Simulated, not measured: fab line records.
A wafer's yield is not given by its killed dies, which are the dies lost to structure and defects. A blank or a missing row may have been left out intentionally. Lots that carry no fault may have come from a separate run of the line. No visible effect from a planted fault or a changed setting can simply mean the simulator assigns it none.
fab line records	flow n5Finfet
record: lots: 7	wafers: 18	lastDay: 23
route steps=1938 shown BEOL_M10@1475 PASSIVATION@1936
lots that met no fault: from a run of the same line without faults
startH: start of the lot's first displayed wafer, in hours after the record's first day	waitH: time in hours since the lot's previous step	" identical to the entry in the row above	L1.1+2: a row that stands for several wafers	- no value present, or no start provided	* or withheld: withheld	< > ~ a bound
route shown NAME@n: NAME is a module with steps in the file, n the number in the route of the first one	usual: average and standard deviation across the fault-free wafers	same: alike in all rows	chamber/n: place in a boat	sites: per-site readings	_std_site: standard deviation across them	_edge_site: inner sites' mean taken away from outer sites' mean	radiusMm: for every site, how far away it sits from the centre of the wafer	mask NAME#n: copy n	behind: the last tool/chamber to shape the wafer	hold: why the lot went on hold/how many hours it stayed there/how the hold came to an end	device: transistor that didn't switch, given as n, p or np	end of line: the tests these same wafers got at the end of their route	a step without rows: its recipe alone	killed: count of dies lost to structure and defects at first sort (not the wafer's yield)	map: dies across one wafer; x = killed, . = not, _ = none there
set.NAME: setting as actually run; set.NAME@STEP: the setting as run at that earlier step	model.NAME: the simulator's own value behind a step, which no gauge read
lots at some steps of the route; a table a step, a row a wafer
services: when a tool's chamber went out of use (startH, in hours from the record's first day, below 0 if earlier), for how many hours, and the reason
== steps ==
step: N5_BEOL_M10_COAT_59
recipe: resist: SOC	tempC: 250	timeS: 60	spinRpm: 1500	resistThkNm: 100
step: N5_BEOL_M10_COAT_60
recipe: resist: SiARC	tempC: 220	timeS: 60	spinRpm: 1500	resistThkNm: 30
step: N5_BEOL_M10_COAT_05
recipe: resist: CAR-ArF	spinRpm: 1500	resistThkNm: 90
step: N5_BEOL_M10_EBR_07
recipe: solvent: PGMEA	ebrWidthMm: 1.5
step: N5_BEOL_M10_SOFTBAKE_06
recipe: tempC: 110	timeS: 60	resist: CAR-ArF
step: N5_BEOL_M10_EXPOSE_08
recipe: maskId: M10	na: 1.35	sourceShape: dipole	sigmaInner: 0.411	sigmaOuter: 0.611	polarization: te	doseMj: 53.75
step: N5_BEOL_M10_PEB_09
recipe: pebTempC: withheld	pebTimeS: 60	resist: CAR-ArF
step: N5_BEOL_M10_DEVELOP_10
recipe: developTimeS: 30	developer: TMAH	resist: CAR-ArF	rinseLiquid: diw	dry: airSpin	devTempC: 23
step: N5_BEOL_M10_CD_MEAS_11
recipe: targetCdNm: 64.1	landingEnergyEv: 500	detector: seInlens	polarity: opening
usual: cdNm: 64.1/0.49
lot.wafer	tool	chamber	startH	waitH	cdNm
L905.1	cdSem-02	0	360.74	-	63.9
L905.3	"	0	"	"	63.4
L905.5	"	0	"	"	63.1
L901.1	cdSem-01	0	398.86	-	63.3
L901.3	"	0	"	"	63.9
L901.6	"	0	"	"	64.4
L903.1	cdSem-02	0	430.25	-	63.7
L903.3	"	0	"	"	63.8
L903.5	"	0	"	"	63.9
L914.1	cdSem-01	0	456.28	-	64.3
L914.3	"	0	"	"	64.2
L914.5	"	0	"	"	64.5
L915.1	cdSem-03	0	464.44	-	64.6
L915.3	"	0	"	"	64.2
L916.1	cdSem-03	0	467.89	-	64.3
L916.3	"	0	"	"	64.0
L920.1	cdSem-03	0	487.95	-	63.9
L920.5	"	0	"	"	63.5
step: N5_BEOL_M10_OVL_MEAS_12
recipe: pointsPerWafer: 44
usual: M10_OVL: 0.4/0.78
lot.wafer	tool	chamber	startH	waitH	M10_OVL[nm]
L905.1	overlay-02	0	360.77	0.0	0.4
L905.3	"	0	"	"	0.9
L905.5	"	0	"	"	1.5
L901.1	overlay-02	0	398.89	0.0	-1.4
L901.3	"	0	"	"	-0.2
L901.6	"	0	"	"	0.3
L903.1	overlay-01	0	430.28	0.0	0.3
L903.3	"	0	"	"	-1.0
L903.5	"	0	"	"	0.8
L914.1	overlay-02	0	456.33	0.1	0.9
L914.3	"	0	"	"	1.2
L914.5	"	0	"	"	1.0
L915.1	overlay-01	0	464.47	0.0	1.2
L915.3	"	0	"	"	0.7
L916.1	overlay-02	0	467.92	0.0	0.4
L916.3	"	0	"	"	0.6
L920.1	overlay-02	0	487.98	0.0	-0.2
L920.5	"	0	"	"	0.7
step: N5_BEOL_M10_INSPECT_13
recipe: mode: adi	inspectInstrument: brightfield
usual: rawDefectCount: 424/100
lot.wafer	tool	chamber	startH	waitH	rawDefectCount
L905.1	defectInspect-02	-	360.79	0.0	368
L905.3	"	-	"	"	336
L905.5	"	-	"	"	319
L901.1	defectInspect-02	-	398.92	0.0	392
L901.3	"	-	"	"	436
L901.6	"	-	"	"	386
L903.1	defectInspect-01	-	430.30	0.0	429
L903.3	"	-	"	"	432
L903.5	"	-	"	"	486
L914.1	defectInspect-01	-	456.36	0.0	484
L914.3	"	-	"	"	656
L914.5	"	-	"	"	582
L915.1	defectInspect-01	-	464.50	0.0	526
L915.3	"	-	"	"	370
L916.1	defectInspect-02	-	467.94	0.0	229
L916.3	"	-	"	"	273
L920.1	defectInspect-01	-	488.00	0.0	356
L920.5	"	-	"	"	359
step: N5_BEOL_M10_DESCUM_16
recipe: chemistry: O2	timeS: 7.9	sourcePowerW: 50	biasPowerW: 20	pressureMtorr: 20	rfFrequencyHz: 2.712e+07	tempC: 40	resist: CAR-ArF	o2FlowSccm: 225
usual: drypumpMotorCurrentA: 5.7/0.45	oesProductAu: 0.81/0.082	rfVppV: 243.3/1.5	showerheadPlenumPTorr: 2.11/0.086	throttleValvePct: 20.46/0.22
lot.wafer	tool	chamber	startH	waitH	drypumpMotorCurrentA	oesProductAu	rfHoursCounterH	rfVppV	showerheadPlenumPTorr	throttleValvePct
L905.1	rieDiel-06	0	360.83	0.0	5.0	0.86	67	242.7	2.14	20.35
L905.3	"	2	"	"	5.1	0.69	247	243.7	2.06	20.88
L905.5	"	2	"	"	5.1	0.69	-	243.4	2.06	20.89
L901.1	rieDiel-03	2	398.95	0.0	5.9	0.94	11	246.7	2.23	20.01
L901.3	"	0	"	"	6.1	0.68	224	242.8	2.07	20.76
L901.6	"	0	"	"	6.1	0.68	-	242.9	2.07	20.77
L903.1	rieDiel-02	3	431.03	0.7	5.2	0.79	101	245.1	2.13	20.56
L903.3	"	1	"	"	6.1	0.73	147	244.2	2.19	20.30
L903.5	"	2	"	"	5.7	0.82	-	243.0	2.13	20.71
L914.1	rieDiel-02	2	456.81	0.4	5.7	0.81	97	243.2	2.13	20.73
L914.3	"	3	"	"	5.2	0.78	110	243.9	2.12	20.58
L914.5	"	2	"	"	5.7	0.80	-	243.9	2.13	20.72
L915.1	rieDiel-06	2	464.54	0.0	5.1	0.90	19	243.1	2.05	20.48
L915.3	"	1	"	"	6.1	0.83	79	240.5	2.03	20.56
L916.1	rieDiel-06	1	467.97	0.0	6.1	0.82	80	243.5	2.03	20.57
L916.3	"	3	"	"	6.0	0.69	243	239.1	1.89	20.68
L920.1	rieDiel-06	1	488.13	0.1	6.2	0.81	88	243.0	2.02	20.57
L920.5	"	1	"	"	6.1	0.82	-	241.0	2.02	20.57
step: N5_BEOL_M10_ETCH_61
recipe: chemistry: CF4	target: SiARC	targetDepthA: 390	maskMaterial: CAR-ArF	timeS: 65	ionEnergyEv: 80	pressureMtorr: 40	sourceW: 545	biasW: 36	Ar_flow_sccm: 100	cf4FlowSccm: 100	ends: cleared
usual: drypumpMotorCurrentA: 5.7/0.45	etchRfOnTimeS: 65.1/2	oesProductAu: 0.69/0.071	rfVppV: 184.2/1.4	showerheadPlenumPTorr: 2.15/0.081	throttleValvePct: 15.61/0.22
lot.wafer	tool	chamber	startH	waitH	drypumpMotorCurrentA	etchRfOnTimeS	oesProductAu	rfHoursCounterH	rfVppV	showerheadPlenumPTorr	throttleValvePct
L905.1	rieDiel-06	0	360.86	0.0	5.0	63.4	0.73	67	182.2	2.17	15.41
L905.3	"	2	"	"	5.1	67.3	0.58	247	183.9	2.11	16.11
L905.5	"	2	"	"	5.1	67.4	0.58	-	184.0	2.11	16.12
L901.1	rieDiel-03	2	398.99	0.0	5.9	64.4	0.81	11	186.4	2.28	15.17
L901.3	"	0	"	"	6.1	66.9	0.58	224	184.2	2.11	15.94
L901.6	"	0	"	"	6.1	66.9	0.58	-	184.4	2.11	15.96
L903.1	rieDiel-02	3	431.07	0.0	5.2	64.6	0.68	101	183.0	2.16	15.62
L903.3	"	1	"	"	6.1	69.5	0.62	147	184.0	2.22	15.40
L903.5	"	2	"	"	5.7	64.1	0.70	-	185.8	2.16	15.70
L914.1	rieDiel-02	2	456.84	0.0	5.7	63.0	0.70	97	183.7	2.16	15.72
L914.3	"	3	"	"	5.2	63.8	0.68	110	184.1	2.16	15.64
L914.5	"	2	"	"	5.7	63.5	0.70	-	183.6	2.16	15.73
L915.1	rieDiel-06	2	464.57	0.0	5.1	46.8	0.92	19	181.9	2.11	15.66
L915.3	"	1	"	"	6.1	66.0	0.69	79	182.8	2.08	15.68
L916.1	rieDiel-06	1	468.01	0.0	6.1	46.3	0.86	80	184.1	2.08	15.67
L916.3	"	3	"	"	5.9	66.7	0.58	243	180.2	1.96	15.96
L920.1	rieDiel-06	1	488.16	0.0	6.1	46.0	0.86	88	183.6	2.07	15.69
L920.5	"	1	"	"	6.1	64.9	0.69	-	183.2	2.07	15.68
step: N5_BEOL_M10_ETCH_62
recipe: chemistry: N2/H2	target: SOC	targetDepthA: 1100	overetchA: 220	maskMaterial: SiARC	tempC: 40	timeS: 165	ionEnergyEv: 200	pressureMtorr: 30	sourceW: 840	biasW: 150	n2FlowSccm: 200	h2FlowSccm: 200
usual: drypumpMotorCurrentA: 5.7/0.45	h2FlowSccm: 200.0/0.64	oesProductAu: 0.69/0.064	rfVppV: 524.1/3	showerheadPlenumPTorr: 2.55/0.1	throttleValvePct: 17.80/0.19
lot.wafer	tool	chamber	startH	waitH	drypumpMotorCurrentA	h2FlowSccm	oesProductAu	rfHoursCounterH	rfVppV	showerheadPlenumPTorr	throttleValvePct
L905.1	rieDiel-06	0	360.91	0.0	5.1	198.6	0.72	67	525.6	2.58	17.76
L905.3	"	2	"	"	5.1	198.9	0.58	247	522.5	2.49	18.20
L905.5	"	2	"	"	5.1	200.1	0.59	-	522.0	2.49	18.20
L901.1	rieDiel-03	2	399.04	0.0	5.9	201.4	0.80	11	527.8	2.71	17.44
L901.3	"	0	"	"	6.1	199.5	0.59	224	522.6	2.49	18.03
L901.6	"	0	"	"	6.1	199.7	0.59	-	520.7	2.49	18.03
L903.1	rieDiel-02	3	431.12	0.0	5.2	199.8	0.67	101	525.1	2.55	17.82
L903.3	"	1	"	"	6.1	200.5	0.64	147	526.4	2.66	17.68
L903.5	"	2	"	"	5.7	198.9	0.69	-	525.1	2.57	17.94
L914.1	rieDiel-02	2	456.89	0.0	5.7	200.2	0.68	97	525.1	2.57	17.94
L914.3	"	3	"	"	5.2	200.8	0.66	110	524.0	2.55	17.84
L914.5	"	2	"	"	5.7	200.8	0.68	-	523.4	2.57	17.95
L915.1	rieDiel-06	2	464.62	0.0	5.1	200.1	0.76	19	523.1	2.48	17.76
L915.3	"	1	"	"	6.1	200.9	0.70	79	522.0	2.47	17.99
L916.1	rieDiel-06	1	468.06	0.0	6.1	200.2	0.71	80	522.5	2.47	18.00
L916.3	"	3	"	"	6.0	199.2	0.59	244	519.1	2.31	18.08
L920.1	rieDiel-06	1	488.21	0.0	6.1	200.2	0.70	88	522.4	2.47	18.01
L920.5	"	1	"	"	6.1	199.9	0.70	-	522.1	2.47	18.00
step: N5_PASSIVATION_PROBE_49
usual: defectLimitedYield: 90.7/1.5	killed_at_M0_to_M3: 38/11	killed_at_M4_up: 15/5.5	killedAtContacts: 12/6	killedAtFrontEnd: 41/11	killedAtOther: 3.5/2.7	killedDies: 110/18	killedOpen: 72/13	killedShort: 35/8.7	sort_bin_5_function: 5.5/1.1	sort_bin_6_memory: 3.4/0.63	sort_bin_8_speed: 0.01/0.037	sortNPass: 1070/18	sortYieldPct: 90.7/1.5
same: grossDies: 1180	killedAtBackSide: 0	sort_bin_4_leakage[%]: 0
lot.wafer	tool	chamber	startH	waitH	defectLimitedYield[%]	killed_at_M0_to_M3	killed_at_M4_up	killedAtContacts	killedAtFrontEnd	killedAtOther	killedDies	killedOpen	killedShort	sort_bin_5_function[%]	sort_bin_6_memory[%]	sort_bin_8_speed[%]	sortNPass	sortYieldPct[%]
L901.1	prober-02	-	469.24	0.0	90.8	28	12	27	37	5	109	74	34	5.5	3.3	0	1071	90.8
L901.3	prober-02	-	469.34	0.1	89.2	34	14	18	50	12	128	73	46	6.5	3.7	0	1052	89.2
L901.6	prober-02	-	469.49	0.3	90.6	36	9	19	43	4	111	82	26	5.3	3.8	0	1069	90.6
L920.1	prober-01	-	554.74	0.0	88.2	49	10	17	61	2	139	94	39	6.3	4.6	0	1041	88.2
L920.5	prober-01	-	554.94	0.2	90.3	63	10	4	33	5	115	83	32	5.0	4.5	0	1065	90.3
killed by level:class
L901.1 MOL_CONTACT_COAG:geometricParticle:open=20 STI_FIN_REVEAL:geometricParticle:open=12 BEOL_M4:geometricParticle:open=8 MOL_CONTACT_COAG:geometricParticle:short=7 BEOL_M0_SAQP:geometricParticle:open=7 DUMMY_GATE:geometricParticle:open=6 FIN_SAQP:geometricParticle:open=5 BEOL_M0:geometricParticle:open=5
L901.3 MOL_CONTACT_COAG:geometricParticle:open=15 BEOL_M4:geometricParticle:open=9 GATE_CUT:geometricParticle:short=8 BEOL_M1:geometricParticle:open=8 BEOL_M2:geometricParticle:open=6 FIN_SAQP:geometricParticle:short=5 STI_FIN_REVEAL:geometricParticle:open=5 BEOL_M0:geometricParticle:open=5
L901.6 MOL_CONTACT_COAG:geometricParticle:open=16 STI_FIN_REVEAL:geometricParticle:open=15 BEOL_M0_SAQP:geometricParticle:open=11 FIN_SAQP:geometricParticle:short=10 BEOL_M2:geometricParticle:open=6 BEOL_M1:geometricParticle:open=6 BEOL_M3:geometricParticle:open=5 ILD0:geometricParticle:open=4
L920.1 STI_FIN_REVEAL:geometricParticle:open=20 BEOL_M2:geometricParticle:open=18 BEOL_M3:geometricParticle:open=14 MOL_CONTACT_COAG:geometricParticle:open=12 BEOL_M0_SAQP:geometricParticle:short=7 STI_FIN_REVEAL:geometricParticle:short=6 GATE_CUT:geometricParticle:open=6 HKMG_FIN:areaEtch=6
L920.5 BEOL_M3:geometricParticle:open=25 STI_FIN_REVEAL:geometricParticle:open=14 BEOL_M2:geometricParticle:open=9 BEOL_M0_SAQP:geometricParticle:short=6 BEOL_M1:geometricParticle:open=6 BEOL_M3:geometricParticle:short=6 STI_FIN_REVEAL:geometricParticle:short=5 BEOL_M0_SAQP:geometricParticle:open=5
== services ==
tool	chamber	startH	hours	kind
rieDiel-06	1	343.30	4.5	repair
rieDiel-03	2	345.47	-	clean
rieDiel-03	2	345.47	-	consumableReplace:focusRing
rieDiel-03	2	345.47	-	consumableReplace:showerhead
rieDiel-03	2	345.47	21.8	scheduledDown
rieDiel-03	2	345.47	21.8	ventCycle
rieDiel-06	1	355.00	6.7	repair
rieDiel-06	2	370.00	-	clean
rieDiel-06	2	370.00	-	consumableReplace:focusRing
rieDiel-06	2	370.00	19.4	scheduledDown
rieDiel-06	2	370.00	19.4	ventCycle
rieDiel-02	-	374.32	0.4	repair
rieDiel-03	1	421.12	-	clean
rieDiel-03	1	421.12	-	consumableReplace:focusRing
rieDiel-03	1	421.12	22.3	scheduledDown
rieDiel-03	1	421.12	22.3	ventCycle
rieDiel-03	3	468.17	1.3	repair
rieDiel-02	1	474.38	3.1	repair
rieDiel-06	3	488.13	-	clean
rieDiel-06	3	488.13	-	consumableReplace:esc
rieDiel-06	3	488.13	-	consumableReplace:focusRing
rieDiel-06	3	488.13	-	consumableReplace:showerhead
rieDiel-06	3	488.13	28.5	scheduledDown
rieDiel-06	3	488.13	28.5	ventCycle
== key ==
firstSign: step: N5_BEOL_M10_ETCH_61	reading: etchRfOnTimeS	direction: down	sigmas: 9.3	usual: *	struck: *
effect: step: N5_BEOL_M10_ETCH_61	reading: oesProductAu	direction: up	sigmas: 2.7	usual: 0.69	struck: 0.88
metAt N5_BEOL_M10_ETCH_61
struckWafers L915.1,L916.1,L920.1
onsetBetween 360.86 464.57
fault: kind: processParameterDrift	tool: rieDiel-06	chamber: -	onsetH: 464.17	steps: N5_BEOL_M10_ETCH_61	channel: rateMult	offset: 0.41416	shape: step	endH: 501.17	scope: struckWafersOnly
